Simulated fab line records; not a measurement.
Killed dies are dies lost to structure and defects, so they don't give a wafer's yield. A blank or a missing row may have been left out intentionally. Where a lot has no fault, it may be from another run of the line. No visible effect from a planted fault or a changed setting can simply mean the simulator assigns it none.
Matching of chambers ; flow nand_harc ; NHARC_A_CONTACT_DEP_85 on pecvd-02: 3 sister chambers
The step deposits SiON, target thk 50 nm. 3 wafers are shown with their chamber, then 7 later ones without.

## WAFERS WITH THEIR CHAMBER
wafer;chamber;heater_power_w (W)
L242.5;2;680
L253.1;0;715
L253.3;1;797

## WAFERS WITH NO CHAMBER GIVEN
wafer;heater_power_w (W)
L253.6;710
L252.2;848
L252.5;855
L252.6;723
L251.1;786
L251.2;696
L251.6;700

## WHICH CHAMBER EACH ONE RAN IN
wafer;from the rows above;in truth
L253.6;can't be placed: 0 or 2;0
L252.2;1;1
L252.5;1;1
L252.6;can't be placed: 0 or 2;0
L251.1;can't be placed: 1 or 0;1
L251.2;can't be placed: 2 or 0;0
L251.6;can't be placed: 0 or 2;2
Placed correctly: 2 of 7. Cannot be placed on the basis of these rows: 5; the candidates contain the true chamber in 5. Placed wrongly: 0.
How it was worked out, from the rows above alone: a wafer's distance from a chamber is the root of the sum, over the readings, of the square of ((its reading less the chamber's mean) divided by the reading's scatter). The wafer belongs to the nearest chamber; if the next one is less than 2 further off, it can't be placed. A chamber's mean is the mean of its shown wafers. The scatter: root of mean squared gap, hidden wafer to nearest shown wafer, with one shown wafer a chamber.
